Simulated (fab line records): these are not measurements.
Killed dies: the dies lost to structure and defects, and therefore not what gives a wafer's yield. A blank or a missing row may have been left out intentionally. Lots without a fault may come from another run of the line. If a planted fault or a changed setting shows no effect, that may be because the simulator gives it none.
fab line records    flow n5-finfet
record: lots: 6  wafers: 18  last-day: 17
route steps=1938 shown BEOL_M3@968 BEOL_M4@1111 PASSIVATION@1936
lots that met no fault: taken from a fault-free run of the same line
start-h: hours from the record's first day to the start of the lot's first wafer shown    wait-h: how many hours have passed since the lot's step before this one    " identical to the entry in the row above    L1.1+2: a single row standing in for several wafers    - no value, or no start given    * or withheld: withheld    < > ~ a bound
route shown NAME@n: NAME is a module with steps in the file, n the number in the route of the first one    usual: mean/standard deviation taken from wafers without a fault    same: alike in all rows    chamber/n: place in a boat    sites: each site's reading    _std_site: the values' standard deviation    _edge_site: the outer-site mean with the inner-site mean subtracted    radius-mm: how far each site lies from the wafer's centre    mask NAME#n: copy n    behind: the tool/chamber that last shaped the wafer    hold: why the lot was held/for how many hours/how that ended    device: names the non-switching transistor (n, p or np)    end of line: the tests these same wafers got at the end of their route    a step without rows: its recipe alone    killed: dies lost to structure and defects at the first sort, not the wafer's yield    map: dies across one wafer; x = killed, . = not, _ = none there
set.NAME: the setting as run; set.NAME@STEP: as run at that earlier step    model.NAME: the simulator's own value behind a step, which no gauge read
lots at some steps of the route; a table a step, a row a wafer
services: a tool's chamber out of use, with start hour (start-h, from the record's first day; less than 0 if before it), hours out, and reason
== steps ==
step: N5_BEOL_M3_INSPECT_30
recipe: mode: adi  inspect-instrument: brightfield
usual: raw-defect-count: 383/77
lot.wafer  tool               chamber  start-h  wait-h  raw-defect-count
L660.1     defect-inspect-02  -        151.44   0.1     332
L660.5     "                  -        "        "       350
L660.6     "                  -        "        "       377
L661.3     defect-inspect-01  -        159.30   0.0     444
L661.4     "                  -        "        "       393
L661.6     "                  -        "        "       471
L671.1     defect-inspect-02  -        228.59   0.1     383
L671.2     "                  -        "        "       301
L671.4     "                  -        "        "       369
L673.2     defect-inspect-02  -        228.70   0.0     510
L673.3     "                  -        "        "       370
L673.6     "                  -        "        "       407
L675.1     defect-inspect-02  -        242.95   0.1     301
L675.2     "                  -        "        "       454
L675.6     "                  -        "        "       380
L682.2     defect-inspect-01  -        287.32   0.0     397
L682.3     "                  -        "        "       322
L682.5     "                  -        "        "       325
step: N5_BEOL_M3_DESCUM_33
recipe: chemistry: O2  time-s: 7  source-power-w: 50  bias-power-w: 20  pressure-mtorr: 20  rf-frequency-hz: 2.712e+07  temp-c: 40  resist: CAR-EUV  o2-flow-sccm: 225
usual: drypump-motor-current-A: 5.7/0.38  oes-product-au: 0.81/0.077  rf-fwd-power-W: 49.39/0.18  rf-vpp-V: 243.6/1.5  showerhead-plenum-p-Torr: 2.12/0.08  throttle-valve-pct: 20.41/0.19
same: time-s: 7
lot.wafer  tool         chamber  start-h  wait-h  drypump-motor-current-A  oes-product-au  rf-fwd-power-W  rf-hours-counter-h  rf-vpp-V  showerhead-plenum-p-Torr  throttle-valve-pct
L660.1     rie-diel-05  3        151.48   0.0     6.2                      0.73            49.63           215                 244.3     2.14                      20.32
L660.5     "            3        "        "       6.2                      0.73            49.60           -                   243.8     2.14                      20.31
L660.6     "            2        "        "       5.3                      0.80            49.26           -                   242.6     2.11                      20.63
L661.3     rie-diel-05  2        159.55   0.2     5.3                      0.80            49.08           103                 245.3     2.11                      20.62
L661.4     "            1        "        "       6.1                      0.79            49.54           102                 242.8     2.03                      20.55
L661.6     "            1        "        "       6.1                      0.79            49.75           -                   242.9     2.03                      20.53
L671.1     rie-diel-05  2        228.62   0.0     5.3                      0.78            49.35           123                 244.5     2.11                      20.65
L671.2     "            3        "        "       6.2                      0.71            49.55           238                 244.1     2.13                      20.35
L671.4     "            0        "        "       5.9                      0.92            49.38           24                  245.3     2.15                      20.48
L673.2     rie-diel-04  1        228.74   0.0     5.8                      0.84            49.58           64                  246.1     2.21                      20.48
L673.3     "            3        "        "       5.7                      0.91            49.51           13                  244.2     2.25                      20.37
L673.6     "            1        "        "       5.8                      0.84            49.12           -                   247.0     2.21                      20.49
L675.1     rie-diel-01  3        242.98   0.0     6.0                      0.76            49.21           173                 243.2     2.09                      20.34
L675.2     "            1        "        "       6.3                      0.82            49.27           85                  243.1     2.02                      20.10
L675.6     "            2        "        "       5.2                      0.78            49.48           -                   241.8     2.03                      20.62
L682.2     rie-diel-05  0        287.49   0.2     5.9                      0.89            49.35           42                  243.8     2.14                      20.49
L682.3     "            2        "        "       5.3                      0.76            49.04           140                 244.1     2.10                      20.67
L682.5     "            2        "        "       5.3                      0.76            49.19           -                   243.1     2.10                      20.68
step: N5_BEOL_M3_ETCH_77
recipe: chemistry: N2/H2  target: underlayer  target-depth-a: 65  mask-material: CAR-EUV  time-s: 5.2  ion-energy-ev: 200  pressure-mtorr: 30  source-w: 840  bias-w: 150  n2-flow-sccm: 200  h2-flow-sccm: 200  ends: cleared
usual: drypump-motor-current-A: 5.8/0.38  etch-rf-on-time-s: 5.18/0.13  oes-product-au: 0.69/0.061  rf-fwd-power-W: 819.2/2.7  rf-vpp-V: 525/3  showerhead-plenum-p-Torr: 2.57/0.098  throttle-valve-pct: 17.78/0.21
lot.wafer  tool         chamber  start-h  wait-h  drypump-motor-current-A  etch-rf-on-time-s  oes-product-au  rf-fwd-power-W  rf-hours-counter-h  rf-vpp-V  showerhead-plenum-p-Torr  throttle-valve-pct
L660.1     rie-diel-05  3        151.51   0.0     6.2                      5.17               0.62            817.1           215                 526       2.62                      17.89
L660.5     "            3        "        "       6.2                      5.12               0.61            817.1           -                   526       2.62                      17.89
L660.6     "            2        "        "       5.3                      5.19               0.68            816.7           -                   523       2.58                      18.10
L661.3     rie-diel-05  2        159.59   0.0     5.3                      5.19               0.67            823.0           103                 523       2.58                      18.12
L661.4     "            1        "        "       6.1                      5.11               0.69            820.6           102                 522       2.45                      17.84
L661.6     "            1        "        "       6.1                      5.13               0.69            821.7           -                   521       2.45                      17.82
L671.1     rie-diel-05  2        228.66   0.0     5.3                      5.23               0.67            822.1           123                 523       2.58                      18.13
L671.2     "            3        "        "       6.2                      5.06               0.60            815.7           238                 526       2.61                      17.98
L671.4     "            0        "        "       5.9                      5.47               0.76            819.7           24                  525       2.60                      17.88
L673.2     rie-diel-04  1        228.77   0.0     5.8                      5.06               0.70            818.3           64                  528       2.69                      17.89
L673.3     "            3        "        "       5.7                      5.10               0.78            820.0           13                  528       2.69                      17.53
L673.6     "            1        "        "       5.9                      5.12               0.71            822.1           -                   528       2.69                      17.88
L675.1     rie-diel-01  3        243.02   0.0     6.0                      5.24               0.64            813.1           173                 524       2.53                      17.66
L675.2     "            1        "        "       6.3                      5.22               0.68            817.7           85                  522       2.47                      17.72
L675.6     "            2        "        "       5.1                      5.17               0.68            819.2           -                   522       2.44                      17.95
L682.2     rie-diel-05  0        287.52   0.0     5.9                      5.51               0.73            820.1           42                  524       2.59                      17.89
L682.3     "            2        "        "       5.3                      5.20               0.65            819.1           140                 522       2.57                      18.14
L682.5     "            2        "        "       5.3                      5.19               0.64            823.6           -                   525       2.57                      18.17
step: N5_BEOL_M3_ETCH_69
recipe: chemistry: CF4  target: SiARC  target-depth-a: 156  mask-material: CAR-EUV  time-s: 26  ion-energy-ev: 80  pressure-mtorr: 40  source-w: 545  bias-w: 36  Ar_flow_sccm: 100  cf4-flow-sccm: 100  ends: cleared
step: N5_BEOL_M3_ALD_98
recipe: material: SiO2  target-thk-a: 25  temp-c: 100  ald-precursor-family: BDEAS  ald-co-reactant: O2-plasma  pulse-time-s: 1  co-reactant-pulse-time-s: 1  purge-time-s: 2  co-reactant-purge-time-s: 2  ald-cycles: 17  pressure-torr: 2
step: N5_BEOL_M3_ETCHBACK_99
recipe: chemistry: CHF3  target: SiO2  target-depth-a: 50  time-s: 10.4  source-w: 215  bias-w: 47  Ar_flow_sccm: 200  CHF3_flow_sccm: 12  ion-energy-ev: 100  pressure-mtorr: 30
step: N5_BEOL_M3_ETCH_70
recipe: chemistry: N2/H2  target: SOC  target-depth-a: 800  overetch-a: 160  mask-material: SiARC  temp-c: 40  time-s: 120  ion-energy-ev: 200  pressure-mtorr: 30  source-w: 840  bias-w: 150  n2-flow-sccm: 200  h2-flow-sccm: 200
usual: drypump-motor-current-A: 5.8/0.42  oes-product-au: 0.61/0.051  rf-fwd-power-W: 836.0/2.6  rf-vpp-V: 524.0/2.7  run-length-s: 143.2/0.45  showerhead-plenum-p-Torr: 2.55/0.096  throttle-valve-pct: 17.74/0.2
same: time-s: 120
lot.wafer  tool         chamber  start-h  wait-h  drypump-motor-current-A  oes-product-au  rf-fwd-power-W  rf-hours-counter-h  rf-vpp-V  run-length-s  showerhead-plenum-p-Torr  throttle-valve-pct
L660.1     rie-diel-01  1        164.41   0.0     6.3                      0.64            840.2           53                  522.6     144.2         2.48                      17.60
L660.5     "            2        "        "       5.2                      0.63            833.7           -                   521.6     142.9         2.46                      17.83
L660.6     "            1        "        "       6.3                      0.64            839.5           -                   522.0     144.1         2.48                      17.59
L661.3     rie-diel-04  1        164.44   0.0     5.9                      0.67            834.1           44                  526.4     143.5         2.70                      17.81
L661.4     "            2        "        "       5.6                      0.71            834.3           6                   529.3     142.8         2.70                      17.30
L661.6     "            2        "        "       5.6                      0.70            836.0           -                   528.3     142.9         2.70                      17.30
L671.1     rie-diel-04  0        229.60   0.0     5.1                      0.57            836.2           171                 523.5     143.7         2.51                      17.60
L671.2     "            2        "        "       5.6                      0.67            835.5           28                  528.3     142.9         2.70                      17.34
L671.4     "            1        "        "       5.8                      0.64            833.6           64                  528.5     143.7         2.69                      17.82
L673.2     rie-diel-01  3        232.12   0.0     6.0                      0.58            838.2           169                 523.1     142.7         2.53                      17.60
L673.3     "            2        "        "       5.2                      0.61            832.6           123                 520.6     143.0         2.44                      17.88
L673.6     "            3        "        "       6.0                      0.58            836.8           -                   524.1     143.1         2.53                      17.62
L675.1     rie-diel-01  2        244.92   0.0     5.1                      0.60            837.4           128                 522.2     143.3         2.44                      17.89
L675.2     "            1        "        "       6.3                      0.62            837.1           85                  521.0     144.2         2.47                      17.66
L675.6     "            3        "        "       6.0                      0.58            832.0           -                   523.7     143.5         2.53                      17.60
L682.2     rie-diel-04  2        287.79   0.0     5.6                      0.65            833.9           39                  527.5     143.5         2.69                      17.37
L682.3     "            3        "        "       5.7                      0.66            839.4           32                  528.2     143.3         2.68                      17.51
L682.5     "            0        "        "       5.1                      0.55            837.1           -                   523.9     143.3         2.50                      17.63
step: N5_BEOL_M3_STRIP_71
recipe: chemistry: N2/H2  temp-c: 40  n2-flow-sccm: 200  h2-flow-sccm: 200  rf-frequency-hz: 6e+07
step: N5_BEOL_M3_STRIP_78
recipe: chemistry: N2/H2  temp-c: 40  n2-flow-sccm: 200  h2-flow-sccm: 200  rf-frequency-hz: 6e+07
step: N5_BEOL_M3_VIA_ETCH_34
recipe: chemistry: C4F6/O2  target-depth-a: 694  mask-material: SOC  pressure-mtorr: 15  ion-energy-ev: 250  taper-deg: 4  time-s: 65.9  source-w: 350  bias-w: 170  Ar_flow_sccm: 300  C4F6_flow_sccm: 10  O2_flow_sccm: 10
step: N5_BEOL_M3_STRIP_83
recipe: chemistry: C4F6/O2  resist: SiARC  rf-frequency-hz: 6e+07
step: N5_BEOL_M3_STRIP_36
recipe: chemistry: N2/H2  power-w: 450  temp-c: 40  pressure-mtorr: 20  rf-frequency-hz: 6e+07  overash-fraction: 0.3  bias-power-w: 7  h2-frac: 0.5  n2-flow-sccm: 200  h2-flow-sccm: 200
usual: drypump-motor-current-A: 5.8/0.42  oes-product-au: 0.81/0.073  rf-vpp-V: 59.3/1.6  showerhead-plenum-p-Torr: 2.54/0.096  throttle-valve-pct: 23.57/0.26
lot.wafer  tool         chamber  start-h  wait-h  drypump-motor-current-A  oes-product-au  rf-hours-counter-h  rf-vpp-V  showerhead-plenum-p-Torr  throttle-valve-pct
L661.3     rie-diel-04  1        164.60   0.0     5.9                      0.88            44                  62.5      2.69                      23.74
L661.4     "            2        "        "       5.6                      0.94            6                   59.4      2.70                      23.03
L661.6     "            2        "        "       5.6                      0.93            -                   59.0      2.70                      23.02
L660.1     rie-diel-01  1        164.65   0.0     6.3                      0.85            53                  60.9      2.48                      23.60
L660.5     "            2        "        "       5.2                      0.82            -                   57.7      2.45                      23.69
L660.6     "            1        "        "       6.3                      0.86            -                   60.4      2.48                      23.61
L671.1     rie-diel-04  0        229.76   0.0     5.1                      0.76            171                 59.9      2.51                      23.33
L671.2     "            2        "        "       5.6                      0.89            28                  60.0      2.69                      23.07
L671.4     "            1        "        "       5.8                      0.83            65                  57.1      2.68                      23.77
L673.2     rie-diel-01  3        232.29   0.0     6.0                      0.77            169                 58.9      2.52                      23.25
L673.3     "            2        "        "       5.2                      0.79            123                 59.1      2.44                      23.78
L673.6     "            3        "        "       6.0                      0.76            -                   61.0      2.52                      23.23
L675.1     rie-diel-01  2        245.08   0.0     5.2                      0.78            128                 59.8      2.44                      23.79
L675.2     "            1        "        "       6.4                      0.81            85                  60.4      2.47                      23.64
L675.6     "            3        "        "       6.0                      0.77            -                   61.3      2.52                      23.25
L682.2     rie-diel-04  2        287.95   0.0     5.5                      0.88            39                  61.4      2.69                      23.06
L682.3     "            3        "        "       5.7                      0.88            32                  58.3      2.68                      23.36
L682.5     "            0        "        "       5.1                      0.74            -                   56.2      2.50                      23.34
step: N5_BEOL_M3_TRENCH_ETCH_37
recipe: chemistry: C4F6/O2  target-depth-a: 555.55  target: SiOC  time-s: 29.2  ion-energy-ev: 250  pressure-mtorr: 30  source-w: 355  bias-w: 185  Ar_flow_sccm: 300  C4F6_flow_sccm: 10  O2_flow_sccm: 10
usual: drypump-motor-current-A: 5.8/0.42  oes_f_703_au: 0.80/0.059  oes-product-au: 0.80/0.07  rf-fwd-power-W: 350.3/1.4  rf-vpp-V: 662/14  run-length-s: 52.4/0.43  showerhead-plenum-p-Torr: 2.86/0.094  throttle-valve-pct: 20.83/0.17
lot.wafer  tool         chamber  start-h  wait-h  drypump-motor-current-A  oes_f_703_au  oes-product-au  rf-fwd-power-W  rf-hours-counter-h  rf-vpp-V  run-length-s  showerhead-plenum-p-Torr  throttle-valve-pct  model.etch.depth-nm  model.BEOL_M3.feature-depth-nm
L661.3     rie-diel-04  1        164.64   -       5.8                      0.89          0.88            348.0           44                  667       52.3          3.00                      20.82               57.47                57.4
L661.4     "            2        "        "       5.6                      0.91          0.94            349.8           6                   681       52.2          3.03                      20.51               56.87                56.8
L661.6     "            2        "        "       5.6                      0.91          0.94            348.4           -                   679       52.2          3.03                      20.50               57.2                 57.2
L660.1     rie-diel-01  1        164.71   -       6.4                      0.83          0.83            351.7           53                  648       53.0          2.79                      20.60               54.92                55
L660.5     "            2        "        "       5.2                      0.81          0.80            350.3           -                   652       52.0          2.78                      21.01               54.97                55
L660.6     "            1        "        "       6.3                      0.83          0.84            350.9           -                   648       53.4          2.79                      20.60               55.24                55.2
L671.1     rie-diel-04  0        229.80   -       5.1                      0.77          0.74            352.2           171                 645       52.6          2.85                      20.86               55.87                55.8
L671.2     "            2        "        "       5.6                      0.86          0.89            349.8           28                  680       52.1          3.02                      20.53               57.19                57.2
L671.4     "            1        "        "       5.9                      0.86          0.84            350.6           65                  666       52.3          2.99                      20.84               56.31                56.4
L673.2     rie-diel-01  3        232.33   -       6.0                      0.75          0.76            348.2           169                 660       52.2          2.86                      20.86               54.48                54.4
L673.3     "            2        "        "       5.2                      0.79          0.78            -               123                 652       50.1          2.77                      21.05               51.2                 51.2
L673.6     "            3        "        "       6.0                      0.74          0.75            -               -                   661       50.5          2.86                      20.86               50.37                50.4
L675.1     rie-diel-01  2        245.12   -       5.2                      0.78          0.79            348.4           128                 653       52.1          2.77                      21.06               55.92                56
L675.2     "            1        "        "       6.3                      0.79          0.82            350.4           86                  648       53.6          2.77                      20.62               56.37                56.4
L675.6     "            3        "        "       6.0                      0.73          0.76            -               -                   661       50.4          2.86                      20.88               50.99                51
L682.2     rie-diel-04  2        287.99   -       5.6                      0.83          0.86            350.9           39                  679       52.1          3.01                      20.54               56.13                56.2
L682.3     "            3        "        "       5.7                      0.86          0.87            351.9           32                  671       52.6          3.01                      20.65               56.19                56.2
L682.5     "            0        "        "       5.1                      0.75          0.73            350.7           -                   645       52.3          2.84                      20.88               56.07                56
step: N5_BEOL_M3_ETCH_41
recipe: chemistry: CH3F/O2  target: SiCN  target-depth-a: 299  taper-deg: 2  time-s: 52.5  ion-energy-ev: 120  mask-material: TiN  pressure-mtorr: 30  source-w: 395  bias-w: 75  Ar_flow_sccm: 150  CH3F_flow_sccm: 30  O2_flow_sccm: 20
step: N5_BEOL_M3_STRIP_97
recipe: chemistry: N2/H2  time-s: 10  power-w: 450  temp-c: 40  pressure-mtorr: 20  rf-frequency-hz: 6e+07  bias-power-w: 7  n2-flow-sccm: 200  h2-flow-sccm: 200
usual: drypump-motor-current-A: 5.8/0.42  oes-product-au: 0.81/0.072  rf-vpp-V: 59.1/0.94  showerhead-plenum-p-Torr: 2.54/0.096  throttle-valve-pct: 23.57/0.26
same: time-s: 10
lot.wafer  tool         chamber  start-h  wait-h  drypump-motor-current-A  oes-product-au  rf-hours-counter-h  rf-vpp-V  showerhead-plenum-p-Torr  throttle-valve-pct
L661.3     rie-diel-04  1        -        -       5.9                      0.87            44                  59.1      2.69                      23.72
L661.4     "            2        "        "       5.5                      0.95            6                   60.8      2.70                      23.01
L661.6     "            2        "        "       5.6                      0.95            -                   60.6      2.70                      23.03
L660.1     rie-diel-01  1        -        -       6.3                      0.86            53                  58.0      2.48                      23.58
L660.5     "            2        "        "       5.2                      0.82            -                   58.4      2.45                      23.73
L660.6     "            1        "        "       6.4                      0.85            -                   59.1      2.48                      23.59
L671.1     rie-diel-04  0        -        -       5.1                      0.75            171                 59.8      2.51                      23.32
L671.2     "            2        "        "       5.6                      0.89            28                  58.0      2.69                      23.05
L671.4     "            1        "        "       5.9                      0.84            65                  59.2      2.68                      23.74
L673.2     rie-diel-01  3        -        -       6.0                      0.77            169                 57.9      2.52                      23.24
L673.3     "            2        "        "       5.1                      0.79            123                 61.0      2.44                      23.74
L673.6     "            3        "        "       6.0                      0.77            -                   60.0      2.52                      23.24
L675.1     rie-diel-01  2        -        -       5.1                      0.78            128                 57.6      2.44                      23.76
L675.2     "            1        "        "       6.3                      0.83            86                  59.9      2.47                      23.63
L675.6     "            3        "        "       6.0                      0.75            -                   59.9      2.52                      23.24
L682.2     rie-diel-04  2        -        -       5.6                      0.88            39                  60.5      2.69                      23.05
L682.3     "            3        "        "       5.7                      0.88            32                  59.2      2.68                      23.36
L682.5     "            0        "        "       5.1                      0.73            -                   59.8      2.50                      23.35
step: N5_BEOL_M3_OCD_MEAS_38
usual: trench-depth-nm: 55.7/0.93
lot.wafer  tool    chamber  start-h  wait-h  trench-depth-nm
L661.3     ocd-01  -        164.79   -       57.2
L661.4     "       -        "        "       56.8
L661.6     "       -        "        "       57.1
L660.1     ocd-02  -        164.93   -       55.6
L660.5     "       -        "        "       54.9
L660.6     "       -        "        "       54.8
L671.1     ocd-01  -        229.96   -       56.5
L671.2     "       -        "        "       57.5
L671.4     "       -        "        "       56.5
L673.2     ocd-01  -        232.48   -       54.6
L673.3     "       -        "        "       51.5
L673.6     "       -        "        "       50.0
L675.1     ocd-02  -        245.28   -       56.0
L675.2     "       -        "        "       56.6
L675.6     "       -        "        "       50.8
L682.2     ocd-02  -        288.14   -       55.5
L682.3     "       -        "        "       56.0
L682.5     "       -        "        "       56.1
step: N5_BEOL_M3_HM_STRIP_39
recipe: chemistry: peroxide-tin-strip  material: TiN  target-depth-a: 250  temp-c: 50  time-s: 158
step: N5_BEOL_M4_RC_MEAS_101
usual: DIBL_N: 36.5/1.7  DIBL_P: 36.3/2.1  IOFF_N: 0.16/0.036  IOFF_P: 0.21/0.037  ION_N: 676/12  ION_P: 462/7.6  SS_N: 71.5/0.68  SS_P: 73.3/0.63  VT_N: 249/3.5  VT_P: -250/3.5
lot.wafer  tool       chamber  start-h  wait-h  DIBL_N[mV/V]  DIBL_P[mV/V]  IOFF_N[nA/um]  IOFF_P[nA/um]  ION_N[uA/um]  ION_P[uA/um]  SS_N[mV/dec]  SS_P[mV/dec]  VT_N[mV]  VT_P[mV]
L661.3     prober-02  0        179.26   0.3     36.5          37.7          0.16           0.18           678           451           71.6          73.4          252       -253
L661.4     "          0        "        "       39.6          40.6          0.20           0.22           686           463           72.3          74.4          246       -253
L661.6     "          0        "        "       38.2          39.9          0.20           0.21           687           460           72.0          74.4          248       -253
L660.1     prober-02  0        183.97   0.0     37.3          36.8          0.18           0.22           674           463           71.2          73.4          249       -248
L660.5     "          0        "        "       36.3          35.5          0.16           0.21           677           464           71.3          72.6          248       -249
L660.6     "          0        "        "       39.0          38.2          0.21           0.24           685           459           71.9          74.2          246       -249
L671.1     prober-01  0        251.03   0.0     35.1          36.1          0.13           0.18           668           453           71.6          72.9          251       -251
L671.2     "          0        "        "       39.8          40.8          0.22           0.24           691           465           72.5          74.3          246       -251
L671.4     "          0        "        "       36.1          37.5          0.16           0.19           678           464           71.4          73.5          250       -252
L673.2     prober-02  0        251.75   0.2     40.0          41.2          0.30           0.30           700           468           72.7          74.5          239       -247
L673.3     "          0        "        "       35.3          35.6          0.16           0.19           685           459           72.0          72.3          248       -253
L673.6     "          0        "        "       35.2          36.5          0.16           0.20           683           465           72.4          72.7          248       -253
L675.1     prober-01  0        259.59   0.0     35.5          34.1          0.14           0.18           656           450           72.2          73.3          255       -254
L675.2     "          0        "        "       35.2          35.7          0.14           0.20           666           456           71.6          73.6          251       -252
L675.6     "          0        "        "       35.7          35.6          0.15           0.20           675           455           72.1          73.5          249       -250
L682.2     prober-01  0        310.32   0.2     37.2          37.2          0.18           0.24           679           471           70.9          73.2          244       -248
L682.3     "          0        "        "       36.5          35.3          0.14           0.20           668           464           71.7          72.6          249       -250
L682.5     "          0        "        "       38.0          37.7          0.18           0.24           697           475           71.6          73.5          249       -248
step: N5_PASSIVATION_PROBE_49
usual: defect-limited-yield: 91.4/1.5  killed_at_M0_to_M3: 34/12  killed_at_M4_up: 12/4.9  killed-at-contacts: 13/7.2  killed-at-front-end: 39/12  killed-at-other: 3.7/2.9  killed-dies: 101/18  killed-open: 67/14  killed-short: 33/7.2  sort_bin_4_leakage: 0.00/0.022  sort_bin_5_function: 5.1/0.97  sort_bin_6_memory: 3.2/0.67  sort-n-pass: 1079/17  sort-yield-pct: 91.4/1.5
same: gross-dies: 1180  killed-at-back-side: 0  sort_bin_8_speed[%]: 0
lot.wafer  tool       chamber  start-h  wait-h  defect-limited-yield[%]  killed_at_M0_to_M3  killed_at_M4_up  killed-at-contacts  killed-at-front-end  killed-at-other  killed-dies  killed-open  killed-short  sort_bin_4_leakage[%]  sort_bin_5_function[%]  sort_bin_6_memory[%]  sort-n-pass  sort-yield-pct[%]
L661.3     prober-01  -        277.59   0.1     91.4                     37                  9                15                  33                   8                102          69           31            0                      4.4                     3.8                   1078         91.4
L661.4     prober-01  -        277.64   0.2     90.9                     52                  18               8                   25                   4                107          71           36            0                      5.8                     3.0                   1073         90.9
L661.6     prober-01  -        277.74   0.3     92.0                     42                  12               3                   33                   4                94           58           35            0                      4.6                     3.1                   1086         92.0
killed by level:class
L661.3 BEOL_M3:geometric-particle:open=14 MOL_CONTACT_COAG:geometric-particle:open=12 GATE_CUT:geometric-particle:open=9 BEOL_M0_SAQP:geometric-particle:short=9 GATE_CUT:geometric-particle:short=6 BEOL_M2:geometric-particle:open=5 PAD_METAL:geometric-particle:open=5 STARTING-WAFER:geometric-particle:open=5
L661.4 BEOL_M2:geometric-particle:open=12 BEOL_M4:geometric-particle:open=12 BEOL_M3:geometric-particle:open=10 FIN_SAQP:geometric-particle:short=8 MOL_CONTACT_COAG:geometric-particle:open=7 BEOL_M3:geometric-particle:short=7 DUMMY_GATE:geometric-particle:open=6 BEOL_M0:geometric-particle:open=5
L661.6 BEOL_M0_SAQP:geometric-particle:short=15 FIN_SAQP:geometric-particle:open=12 BEOL_M2:geometric-particle:open=7 BEOL_M0_SAQP:geometric-particle:open=5 STARTING-WAFER:geometric-particle:open=5 BEOL_M4:geometric-particle:open=5 FIN_SAQP:geometric-particle:short=4 DUMMY_GATE:geometric-particle:open=3
== services ==
tool         chamber  start-h  hours  kind
rie-diel-01  3        154.67   14.1   repair
rie-diel-04  3        176.15   -      clean
rie-diel-04  3        176.15   -      consumable-replace:focus-ring
rie-diel-04  3        176.15   -      consumable-replace:showerhead
rie-diel-04  3        176.15   12.3   scheduled-down
rie-diel-04  3        176.15   12.3   vent-cycle
rie-diel-04  0        202.29   6.5    repair
rie-diel-05  2        205.97   1.6    repair
rie-diel-05  -        216.89   0.8    repair
rie-diel-04  2        233.69   4.1    repair
rie-diel-04  2        252.40   19.3   repair
rie-diel-05  3        276.30   -      clean
rie-diel-05  3        276.30   -      consumable-replace:focus-ring
rie-diel-05  3        276.30   31.9   scheduled-down
rie-diel-05  3        276.30   31.9   vent-cycle
== key ==
first-sign: step: N5_BEOL_M3_TRENCH_ETCH_37  reading: run-length-s  direction: down  sigmas: 4.8  usual: *  struck: *
effect: step: N5_BEOL_M3_OCD_MEAS_38  reading: trench-depth-nm  direction: down  sigmas: 5.3  usual: 55.7  struck: 50.8
model-effect: step: N5_BEOL_M3_TRENCH_ETCH_37  value: etch.depth-nm  without: 54.8  struck: 50.85
met-at N5_BEOL_M3_TRENCH_ETCH_37
struck-wafers L673.3,L673.6,L675.6
onset-between 164.71 232.33
fault: kind: process-parameter-drift  tool: rie-diel-01  chamber: -  onset-h: 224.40  steps: N5_BEOL_M3_TRENCH_ETCH_37  channel: time-s  offset: *  shape: step  end-h: 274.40  scope: struck-wafers-only  acts-in: *  stated: *
